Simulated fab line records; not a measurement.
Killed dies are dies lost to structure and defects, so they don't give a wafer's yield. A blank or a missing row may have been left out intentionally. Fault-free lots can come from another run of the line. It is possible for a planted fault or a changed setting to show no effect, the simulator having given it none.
fab line records	flow n5Finfet
record: lots: 7	wafers: 21
route steps=1938 shown MOL_CONTACT_COAG@567 BEOL_M0_SAQP@643 BEOL_M0_CUTY@705 BEOL_M1@761
startH: hours from the record's first day to the start of the lot's first wafer shown	waitH: hours from the lot's prior step to this one	" as in the row above	L1.1+2: a single row standing in for several wafers	- no value, or no start given	* or withheld: withheld	< > ~ a bound
route shown NAME@n: names a module that has steps shown in the file, with the first one's number in the route	usual: mean/standard deviation taken from wafers without a fault	same: alike in all rows	chamber/n: place in a boat	sites: each site's reading	_std_site: standard deviation of those values	_edge_site: outer sites' mean less inner sites'	radiusMm: how far each site lies from the wafer's centre	mask NAME#n: copy n	behind: the tool/chamber that last shaped the wafer	hold: what put the lot on hold/how long, in hours/how the hold closed	device: which transistor (n, p or np) failed to switch	end of line: at the end of the route, the tests of the same wafers	a step with no rows: only its recipe	killed: at the first sort, the dies lost to defects and structure; wafer yield is something else	map: shows each die of a wafer: x if killed, . if not, _ if none is there
set.NAME: the run value of the setting; set.NAME@STEP: its run value at that earlier step	model.NAME: the simulator's own value behind a step, which no gauge read
one table per step and one row per wafer, for lots whose settings were changed on purpose
== steps ==
step: N5_MOL_CONTACT_COAG_COAT_78
recipe: resist: CAR-EUV	spinRpm: 1500	resistThkNm: 40
lot.wafer	tool	chamber	startH	waitH	set.spinRpm	model.CAR-EUV_of_MOL_CONTACT_COAG_COAT_78.thkNm
L075.1+3+5	lithoTrack-05	0	-	-	1500	40
L078.3+6	lithoTrack-05	0	-	-	1381	41.8
L078.4	"	0	"	"	1500	40
L082.1+5	lithoTrack-05	0	-	-	1500	40
L082.3	"	0	"	"	1426	41
L083.4+5+6	lithoTrack-02	0	-	-	1500	40
L084.1+4	lithoTrack-05	0	-	-	1500	40
L084.5	"	0	"	"	1500	40.2
L087.1	lithoTrack-02	0	-	-	1553	39.2
L087.2	"	0	"	"	1553	39.4
L087.4	"	0	"	"	1500	40.2
L093.1	lithoTrack-01	0	-	-	1555	39.2
L093.4	"	0	"	"	1500	40.2
L093.5	"	0	"	"	1500	40
step: N5_MOL_CONTACT_COAG_EBR_80
recipe: solvent: PGMEA	ebrWidthMm: 1.5
step: N5_MOL_CONTACT_COAG_SOFTBAKE_79
recipe: tempC: 110	timeS: 60	resist: CAR-EUV
step: N5_MOL_CONTACT_COAG_EXPOSE_81
recipe: maskId: VG	na: 0.33	sourceShape: annular	sigmaInner: 0.3	sigmaOuter: 0.7	polarization: unpolarized	defocusNm: 0	doseMj: 59.5
step: N5_MOL_CONTACT_COAG_PEB_82
recipe: pebTempC: 100	pebTimeS: 60	resist: CAR-EUV
step: N5_MOL_CONTACT_COAG_DEVELOP_83
recipe: developTimeS: 30	developer: TMAH	resist: CAR-EUV	rinseLiquid: surfactantRinse	dry: airSpin	devTempC: 23
lot.wafer	tool	chamber	startH	waitH	set.spinRpm@MOL_CONTACT_COAG_COAT_78	model.CAR-EUV_of_MOL_CONTACT_COAG_COAT_78.thkNm
L075.1+3+5	lithoTrack-05	0	-	-	1500	39.6
L078.3+6	lithoTrack-01	0	-	-	1381	41.4
L078.4	"	0	"	"	1500	39.6
L082.1+5	lithoTrack-01	0	-	-	1500	39.6
L082.3	"	0	"	"	1426	40.6
L083.4+6	lithoTrack-02	0	-	-	1500	39.6
L083.5	"	0	"	"	1500	39.4
L084.1+5	lithoTrack-01	0	-	-	1500	39.6
L084.4	"	0	"	"	1500	39.4
L087.1	lithoTrack-01	0	-	-	1553	38.8
L087.2	"	0	"	"	1553	39
L087.4	"	0	"	"	1500	39.6
L093.1	lithoTrack-05	0	-	-	1555	38.8
L093.4+5	"	0	"	"	1500	39.6
step: N5_MOL_CONTACT_COAG_VIA_ETCH_46
recipe: chemistry: C4F6/O2	targetDepthA: 460	overetchA: 92	maskMaterial: SOC	target: SiO2	biasW: 455	pressureMtorr: 10	timeS: 40	sourceW: 325	Ar_flow_sccm: 300	C4F6_flow_sccm: 10	O2_flow_sccm: 10	ionEnergyEv: 575.3	ends: endPoint
step: N5_MOL_CONTACT_COAG_STRIP_96
recipe: chemistry: N2/H2	powerW: 500	tempC: 40	pressureMtorr: 50	rfFrequencyHz: 6e+07	overashFraction: 0.3	biasPowerW: 28	h2Frac: 0.5	n2FlowSccm: 300	h2FlowSccm: 300
step: N5_MOL_CONTACT_COAG_ETCH_47
recipe: chemistry: CH3F/O2	target: SiNx	targetDepthA: 270	maskMaterial: SiO2	stopOn: W	overEtchFrac: 0.2	ionEnergyEv: 120	endpoint: OES-CN	pressureMtorr: 30	sourceW: 395	biasW: 73	Ar_flow_sccm: 150	CH3F_flow_sccm: 30	O2_flow_sccm: 20	ends: endPoint
lot.wafer	tool	chamber	startH	waitH	set.downForcePsi@MOL_CONTACT_COAG_CMP_23	model.etch.depthNm	model.MOL_CONTACT_COAG.featureDepthNm
L075.1	rieDiel-03	3	103.60	0.0	2	18.04	18.6
L075.3	"	1	"	"	2	17.81	18.4
L075.5	"	0	"	"	2	17.94	18.6
L078.3	rieDiel-02	2	119.82	0.0	2	18.01	18.6
L078.4	"	1	"	"	2	17.98	18.6
L078.6	"	3	"	"	2	17.95	18.6
L082.1	rieDiel-02	0	145.29	0.0	1.555	18.32	18.8
L082.3	"	1	"	"	1.555	18.39	19
L082.5	"	1	"	"	2	18.01	18.6
L083.4	rieDiel-03	0	149.40	0.0	2	17.98	18.6
L083.5+6	"	3,2	"	"	2	17.95	18.6
L084.1	rieDiel-03	3	162.78	0.0	2.265	17.69	18.2
L084.4	"	0	"	"	2	17.93	18.6
L084.5	"	3	"	"	2	17.97	18.6
L087.1	rieDiel-02	1	180.13	0.0	2.327	17.67	18.2
L087.2	"	0	"	"	2	18.03	18.6
L087.4	"	2	"	"	2	17.98	18.6
L093.1	rieDiel-06	1	211.54	0.0	1.551	18.44	19
L093.4	"	2	"	"	1.551	18.38	19
L093.5	"	2	"	"	2	18.01	18.6
step: N5_MOL_CONTACT_COAG_STRIP_119
recipe: chemistry: N2/H2	timeS: 30	powerW: 1000	tempC: 250	pressureMtorr: withheld	n2FlowSccm: 1750	h2FlowSccm: 3250
step: N5_MOL_CONTACT_COAG_PRECLEAN_144
recipe: chemistry: alkalineClean	tempC: 60	timeS: 60	doPpb: 50
step: N5_MOL_CONTACT_COAG_STRIP_120
recipe: chemistry: CHF3	resist: SiARC	rfFrequencyHz: 6e+07
step: N5_MOL_CONTACT_COAG_VIA_ETCH_117
recipe: chemistry: C4F6/O2	targetDepthA: 400	overetchA: 80	maskMaterial: SOC	target: SiO2	biasW: 455	pressureMtorr: 10	timeS: 26	sourceW: 325	Ar_flow_sccm: 300	C4F6_flow_sccm: 10	O2_flow_sccm: 10	ionEnergyEv: 575.3	ends: endPoint
step: N5_MOL_CONTACT_COAG_ETCH_124
recipe: chemistry: CH3F/O2	target: SiNx	targetDepthA: 65	maskMaterial: SOC	stopOn: SiOC	overEtchFrac: 0.3	ionEnergyEv: 120	pressureMtorr: 30	sourceW: 395	biasW: 73	Ar_flow_sccm: 150	CH3F_flow_sccm: 30	O2_flow_sccm: 20	ends: endPoint
lot.wafer	tool	chamber	startH	waitH	set.aldCycles@MOL_CONTACT_COAG_ALD_123	model.etch.depthNm
L075.1	rieDiel-06	1	104.77	0.0	100	5.006
L075.3	"	0	"	"	88	4.404
L075.5	"	3	"	"	88	4.407
L078.3	rieDiel-06	0	121.08	0.0	94	4.678
L078.4	"	2	"	"	94	4.7
L078.6	"	0	"	"	100	5.007
L082.1	rieDiel-02	0	146.58	0.0	108	5.439
L082.3	"	3	"	"	100	5
L082.5	"	3	"	"	100	4.968
L083.4	rieDiel-02	0	151.03	0.0	100	4.953
L083.5	"	1	"	"	100	5.03
L083.6	"	2	"	"	100	4.967
L084.1	rieDiel-06	1	163.94	0.0	100	4.968
L084.4	"	2	"	"	100	5.003
L084.5	"	2	"	"	100	5.012
L087.1	rieDiel-03	0	181.91	0.0	115	5.763
L087.2	"	2	"	"	115	5.782
L087.4	"	1	"	"	115	5.792
L093.1	rieDiel-03	3	212.82	0.0	100	5.008
L093.4	"	1	"	"	109	5.487
L093.5	"	0	"	"	100	5.033
step: N5_BEOL_M0_SAQP_COAT_08
recipe: resist: CAR-ArF	spinRpm: 1500	resistThkNm: 90
lot.wafer	tool	chamber	startH	waitH	set.spinRpm	model.CAR-ArF_of_BEOL_M0_SAQP_COAT_08.thkNm
L075.1	lithoTrack-02	0	-	-	1362	94.8
L075.3	"	0	"	"	1500	89.8
L075.5	"	0	"	"	1362	94.4
L078.3	lithoTrack-04	0	-	-	1374	93.8
L078.4	"	0	"	"	1500	90
L078.6	"	0	"	"	1500	90.2
L082.1	lithoTrack-04	0	-	-	1457	91.6
L082.3	"	0	"	"	1500	90.2
L082.5	"	0	"	"	1500	90
L083.4	lithoTrack-02	0	-	-	1500	90.2
L083.5	"	0	"	"	1500	90
L083.6	"	0	"	"	1500	90.4
L084.1	lithoTrack-03	0	-	-	1571	88
L084.4	"	0	"	"	1571	88.4
L084.5	"	0	"	"	1500	90.2
L087.1	lithoTrack-04	0	-	-	1500	89.6
L087.2	"	0	"	"	1500	89.8
L087.4	"	0	"	"	1500	90
L093.1+4+5	lithoTrack-03	0	-	-	1500	90.2
step: N5_BEOL_M0_SAQP_DEVELOP_13
recipe: developTimeS: 30	developer: TMAH	resist: CAR-ArF	devTempC: 23	rinseLiquid: diw	dry: airSpin
lot.wafer	tool	chamber	startH	waitH	set.developTimeS	set.spinRpm@BEOL_M0_SAQP_COAT_08	model.CAR-ArF_of_BEOL_M0_SAQP_COAT_08.thkNm
L075.1	lithoTrack-02	0	-	-	30	1362	93
L075.3	"	0	"	"	24.06	1500	88.4
L075.5	"	0	"	"	30	1362	92.8
L078.3	lithoTrack-03	0	-	-	27.06	1374	92.2
L078.4	"	0	"	"	30	1500	88.2
L078.6	"	0	"	"	27.06	1500	88.6
L082.1	lithoTrack-04	0	-	-	30	1457	89.8
L082.3	"	0	"	"	30	1500	88.6
L082.5	"	0	"	"	32.43	1500	88.2
L083.4+5	lithoTrack-04	0	-	-	30	1500	88.4
L083.6	"	0	"	"	30	1500	88.6
L084.1	lithoTrack-02	0	-	-	32.81	1571	86.2
L084.4	"	0	"	"	30	1571	86.6
L084.5	"	0	"	"	32.81	1500	88.4
L087.1	lithoTrack-03	0	-	-	30	1500	88
L087.2	"	0	"	"	34.86	1500	88
L087.4	"	0	"	"	30	1500	88.2
L093.1	lithoTrack-04	0	-	-	30	1500	88.4
L093.4+5	"	0	"	"	30	1500	88.6
step: N5_BEOL_M0_CUTY_EXPOSE_54
recipe: maskId: M0_ABLK	na: 1.35	sourceShape: conventional	sigmaOuter: 0.8	polarization: unpolarized	doseMj: 36
lot.wafer	tool	chamber	startH	waitH	mask	set.doseMj
L075.1	arfiScanner-03	0	117.56	-	M0_ABLK#0	33.94
L075.3+5	"	0	"	"	M0_ABLK#0	36
L078.3	arfiScanner-03	0	137.16	-	M0_ABLK#0	38.12
L078.4+6	"	0	"	"	M0_ABLK#0	36
L082.1+3+5	arfiScanner-03	0	161.26	-	M0_ABLK#0	36
L083.4+5+6	arfiScanner-01	0	164.45	-	M0_ABLK#0	36
L084.1	arfiScanner-02	0	177.56	-	M0_ABLK#0	36
L084.4+5	"	0	"	"	M0_ABLK#0	37.72
L087.1	arfiScanner-03	0	194.61	-	M0_ABLK#0	33.8
L087.2+4	"	0	"	"	M0_ABLK#0	36
L093.1+4+5	arfiScanner-03	0	224.83	-	M0_ABLK#0	36
step: N5_BEOL_M0_CUTY_PEB_55
recipe: pebTempC: 110	pebTimeS: 60	resist: CAR-ArF-block
step: N5_BEOL_M0_CUTY_DEVELOP_56
recipe: developTimeS: 30	developer: TMAH	resist: CAR-ArF-block	rinseLiquid: diw	dry: airSpin	devTempC: 23
step: N5_BEOL_M0_CUTY_CD_MEAS_57
recipe: targetCdNm: 200	landingEnergyEv: 500	detector: seInlens	polarity: line
usual: cdNm: 199.6/1.1
lot.wafer	tool	chamber	startH	waitH	set.doseMj@BEOL_M0_CUTY_EXPOSE_54	cdNm
L075.1	cdSem-02	0	117.68	-	33.94	202.0
L075.3	"	0	"	"	36	198.0
L075.5	"	0	"	"	36	199.4
L078.3	cdSem-01	0	137.27	-	38.12	196.8
L078.4	"	0	"	"	36	199.9
L078.6	"	0	"	"	36	201.7
L082.1	cdSem-02	0	161.38	-	36	199.6
L082.3	"	0	"	"	36	198.8
L082.5	"	0	"	"	36	200.7
L083.4	cdSem-01	0	164.56	-	36	197.6
L083.5	"	0	"	"	36	198.2
L083.6	"	0	"	"	36	199.1
L084.1	cdSem-01	0	177.68	-	36	199.6
L084.4	"	0	"	"	37.72	196.2
L084.5	"	0	"	"	37.72	195.2
L087.1	cdSem-03	0	194.74	-	33.8	205.4
L087.2	"	0	"	"	36	200.8
L087.4	"	0	"	"	36	201.5
L093.1	cdSem-03	0	224.95	-	36	200.0
L093.4	"	0	"	"	36	199.6
L093.5	"	0	"	"	36	200.2
step: N5_BEOL_M0_CUTY_ETCH_63
recipe: chemistry: N2/H2	target: SOC	targetDepthA: 827	overetchA: 165	maskMaterial: SiARC	tempC: 40	ionEnergyEv: 200	timeS: 124	pressureMtorr: 30	sourceW: 840	biasW: 150	n2FlowSccm: 200	h2FlowSccm: 200
lot.wafer	tool	chamber	startH	waitH	set.timeS	model.SiO2_of_BEOL_M0_SAQP_SPACER2_ALD_26.thkNm
L075.1	rieDiel-03	2	118.32	0.0	97.03	8
L075.3	"	3	"	"	97.03	7.8
L075.5	"	3	"	"	124	7
L078.3	rieDiel-02	3	137.44	0.0	135.9	6.8
L078.4	"	2	"	"	124	7
L078.6	"	0	"	"	135.9	7
L082.1+5	rieDiel-06	1,2	161.63	0.0	136.5	6.8
L082.3	"	0	"	"	124	7
L083.4	rieDiel-06	2	164.84	0.0	124	7
L083.5+6	"	1,2	"	"	124	7.2
L084.1	rieDiel-02	2	177.96	0.0	124	7
L084.4	"	3	"	"	104.3	7.6
L084.5	"	1	"	"	124	7.2
L087.1+4	rieDiel-02	1,2	194.91	0.0	131.1	6.8
L087.2	"	0	"	"	124	7.2
L093.1+5	rieDiel-02	0	225.62	0.0	124	7.4
L093.4	"	2	"	"	124	7
step: N5_BEOL_M1_EXPOSE_08
recipe: maskId: M1	na: 0.33	sourceShape: dipole	sigmaInner: 0.369	sigmaOuter: 0.767	polarization: unpolarized	doseMj: 33
lot.wafer	tool	chamber	startH	waitH	mask	set.doseMj
L075.1+3	euvScanner-02	0	127.62	-	M1#0	33
L075.5	"	0	"	"	M1#0	31.97
L078.3+4+6	euvScanner-02	0	144.57	-	M1#0	33
L082.1+5	euvScanner-01	0	170.53	-	M1#0	33
L082.3	"	0	"	"	M1#0	33.65
L083.4+5+6	euvScanner-02	0	178.44	-	M1#0	33
L084.1+4+5	euvScanner-01	0	183.80	-	M1#0	33
L087.1+2+4	euvScanner-02	0	202.92	-	M1#0	33
L093.1+5	euvScanner-02	0	233.17	-	M1#0	35.38
L093.4	"	0	"	"	M1#0	33
step: N5_BEOL_M1_PEB_09
recipe: pebTempC: 100	pebTimeS: 60	resist: CAR-EUV
step: N5_BEOL_M1_DEVELOP_10
recipe: developTimeS: 30	developer: TMAH	resist: CAR-EUV	rinseLiquid: surfactantRinse	dry: airSpin	devTempC: 23
step: N5_BEOL_M1_DESCUM_16
recipe: chemistry: O2	timeS: 7	sourcePowerW: 50	biasPowerW: 20	pressureMtorr: 20	rfFrequencyHz: 2.712e+07	tempC: 40	resist: CAR-EUV	o2FlowSccm: 225
step: N5_BEOL_M1_ETCH_74
recipe: chemistry: N2/H2	target: underlayer	targetDepthA: 65	maskMaterial: CAR-EUV	timeS: 5.2	ionEnergyEv: 200	pressureMtorr: 30	sourceW: 840	biasW: 150	n2FlowSccm: 200	h2FlowSccm: 200	ends: cleared
lot.wafer	tool	chamber	startH	waitH	set.doseMj@BEOL_M1_EXPOSE_08	model.BEOL_M1.cdOffsetNm
L075.1	rieDiel-05	3	128.12	0.0	33	0
L075.3	"	3	"	"	33	-0.2
L075.5	"	2	"	"	31.97	-0.8
L078.3+4+6	rieDiel-01	3,3,2	144.84	0.0	33	0
L082.1+5	rieDiel-04	3,0	170.81	0.0	33	-0.2
L082.3	"	0	"	"	33.65	0.2
L083.4	rieDiel-04	2	178.84	0.0	33	0.2
L083.5+6	"	1,0	"	"	33	0
L084.1+4+5	rieDiel-05	2,3,2	184.08	0.0	33	-0.2
L087.1+2+4	rieDiel-01	2,1,3	203.21	0.0	33	0
L093.1	rieDiel-05	3	233.47	0.0	35.38	1.4
L093.4	"	1	"	"	33	0.2
L093.5	"	2	"	"	35.38	1.6
step: N5_BEOL_M1_ETCH_63
recipe: chemistry: CF4	target: SiARC	targetDepthA: 156	maskMaterial: CAR-EUV	timeS: 26	ionEnergyEv: 80	pressureMtorr: 40	sourceW: 545	biasW: 36	Ar_flow_sccm: 100	cf4FlowSccm: 100	ends: cleared
lot.wafer	tool	chamber	startH	waitH	set.doseMj@BEOL_M1_EXPOSE_08	model.BEOL_M1.cdOffsetNm
L075.1	rieDiel-05	3	128.14	0.0	33	0
L075.3	"	3	"	"	33	-0.2
L075.5	"	2	"	"	31.97	-0.8
L078.3	rieDiel-01	3	144.86	0.0	33	-0.2
L078.4+6	"	3,2	"	"	33	0
L082.1	rieDiel-04	3	170.83	0.0	33	-0.4
L082.3	"	0	"	"	33.65	0.4
L082.5	"	0	"	"	33	0
L083.4+6	rieDiel-04	2,0	178.86	0.0	33	0.2
L083.5	"	1	"	"	33	0
L084.1+4	rieDiel-05	2,3	184.10	0.0	33	0
L084.5	"	2	"	"	33	-0.2
L087.1	rieDiel-01	2	203.22	0.0	33	0.2
L087.2+4	"	1,3	"	"	33	0
L093.1	rieDiel-05	3	233.49	0.0	35.38	1.2
L093.4	"	1	"	"	33	0.2
L093.5	"	2	"	"	35.38	1.6
step: N5_BEOL_M1_ETCH_64
recipe: chemistry: N2/H2	target: SOC	targetDepthA: 750	overetchA: 150	maskMaterial: SiARC	tempC: 40	timeS: 112.5	ionEnergyEv: 200	pressureMtorr: 30	sourceW: 840	biasW: 150	n2FlowSccm: 200	h2FlowSccm: 200
usual: rfVppV: 524.3/2.4
lot.wafer	tool	chamber	startH	waitH	set.sourceW	rfVppV
L075.1	rieDiel-05	3	128.18	0.0	840	525.7
L075.3	"	3	"	"	840	526.1
L075.5	"	2	"	"	840	524.5
L078.3	rieDiel-01	3	144.88	0.0	925.7	506.9
L078.4	"	3	"	"	925.7	506.3
L078.6	"	2	"	"	840	521.7
L082.1	rieDiel-04	3	170.86	0.0	889.4	509.2
L082.3	"	0	"	"	889.4	513.6
L082.5	"	0	"	"	840	524.0
L083.4	rieDiel-04	2	178.93	0.1	840	528.3
L083.5	"	1	"	"	840	528.6
L083.6	"	0	"	"	840	523.7
L084.1	rieDiel-05	2	184.13	0.0	840	524.2
L084.4	"	3	"	"	942.3	506.6
L084.5	"	2	"	"	840	523.6
L087.1	rieDiel-01	2	203.25	0.0	908.7	508.9
L087.2	"	1	"	"	908.7	507.7
L087.4	"	3	"	"	908.7	508.6
L093.1	rieDiel-05	3	233.51	0.0	840	527.6
L093.4	"	1	"	"	840	521.2
L093.5	"	2	"	"	840	524.7
step: N5_BEOL_M1_STRIP_65
recipe: chemistry: N2/H2	tempC: 40	n2FlowSccm: 200	h2FlowSccm: 200	rfFrequencyHz: 6e+07
step: N5_BEOL_M1_STRIP_75
recipe: chemistry: N2/H2	tempC: 40	n2FlowSccm: 200	h2FlowSccm: 200	rfFrequencyHz: 6e+07
step: N5_BEOL_M1_STRIP_66
recipe: chemistry: CF4	resist: SiARC	powerW: 300	biasPowerW: 75	pressureMtorr: 50	cf4FlowSccm: 150	rfFrequencyHz: 6e+07
step: N5_BEOL_M1_HM_OPEN_17
recipe: chemistry: Cl2/BCl3	targetDepthA: 200	overetchA: 60	target: TiN	maskMaterial: SOC	ionEnergyEv: 150	pressureMtorr: 10	icpW: 1000	biasW: 126	Cl2_flow_sccm: 53.25	bcl3FlowSccm: 21.75	Ar_flow_sccm: 25
lot.wafer	tool	chamber	startH	waitH	set.doseMj@BEOL_M1_EXPOSE_08	model.BEOL_M1.cdOffsetNm
L075.1	rieMetal-03	0	128.43	0.0	33	0.2
L075.3	"	0	"	"	33	-0.2
L075.5	"	0	"	"	31.97	-0.6
L078.3+6	rieMetal-02	1,0	145.08	0.1	33	-0.2
L078.4	"	0	"	"	33	0
L082.1	rieMetal-01	0	171.02	0.0	33	0
L082.3	"	0	"	"	33.65	0.4
L082.5	"	1	"	"	33	-0.2
L083.4	rieMetal-02	0	179.07	0.1	33	-0.2
L083.5+6	"	0,1	"	"	33	0
L084.1+5	rieMetal-02	0	184.30	0.0	33	-0.2
L084.4	"	1	"	"	33	0.4
L087.1	rieMetal-03	0	203.42	0.0	33	0.6
L087.2	"	1	"	"	33	0
L087.4	"	0	"	"	33	0.2
L093.1	rieMetal-02	0	233.68	0.0	35.38	1.4
L093.4	"	0	"	"	33	0
L093.5	"	0	"	"	35.38	1.6
== key ==
split: step: N5_MOL_CONTACT_COAG_COAT_78	setting: spinRpm	stated: 1500	by: wafer
response: step: N5_MOL_CONTACT_COAG_COAT_78	reading: model.CAR-EUV_of_MOL_CONTACT_COAG_COAT_78.thkNm	change: -0.227	per: 1%	r: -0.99
response: step: N5_MOL_CONTACT_COAG_DEVELOP_83	reading: model.CAR-EUV_of_MOL_CONTACT_COAG_COAT_78.thkNm	change: -0.217	per: 1%	r: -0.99
split: step: N5_BEOL_M0_SAQP_COAT_08	setting: spinRpm	stated: 1500	by: wafer
response: step: N5_BEOL_M0_SAQP_COAT_08	reading: model.CAR-ArF_of_BEOL_M0_SAQP_COAT_08.thkNm	change: -0.479	per: 1%	r: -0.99
response: step: N5_BEOL_M0_SAQP_DEVELOP_13	reading: model.CAR-ArF_of_BEOL_M0_SAQP_COAT_08.thkNm	change: -0.467	per: 1%	r: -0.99
split: step: N5_BEOL_M0_SAQP_DEVELOP_13	setting: developTimeS	stated: 30	by: wafer
response none clear
split: step: N5_BEOL_M0_CUTY_EXPOSE_54	setting: doseMj	stated: 36	by: wafer
response: step: N5_BEOL_M0_CUTY_CD_MEAS_57	reading: cdNm	change: -0.682	per: 1%	r: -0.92
split: step: N5_BEOL_M0_CUTY_ETCH_63	setting: timeS	stated: 124	by: wafer
response: step: N5_BEOL_M0_CUTY_ETCH_63	reading: model.SiO2_of_BEOL_M0_SAQP_SPACER2_ALD_26.thkNm	change: -0.0344	per: 1%	r: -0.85
split: step: N5_BEOL_M1_EXPOSE_08	setting: doseMj	stated: 33	by: wafer
response: step: N5_BEOL_M1_ETCH_74	reading: model.BEOL_M1.cdOffsetNm	change: +0.188	per: 1%	r: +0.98
response: step: N5_BEOL_M1_ETCH_63	reading: model.BEOL_M1.cdOffsetNm	change: +0.183	per: 1%	r: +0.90
response: step: N5_BEOL_M1_HM_OPEN_17	reading: model.BEOL_M1.cdOffsetNm	change: +0.208	per: 1%	r: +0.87
split: step: N5_BEOL_M1_ETCH_64	setting: sourceW	stated: 840	by: wafer
response: step: N5_BEOL_M1_ETCH_64	reading: rfVppV	change: -1.53	per: 1%	r: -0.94
split outsideThisFile step=N5_MOL_CONTACT_COAG_CMP_23 setting=downForcePsi
split outsideThisFile step=N5_MOL_CONTACT_COAG_ALD_123 setting=aldCycles
split outsideThisFile: this setting was split too, and the file shows its column; the key of that split is in another file
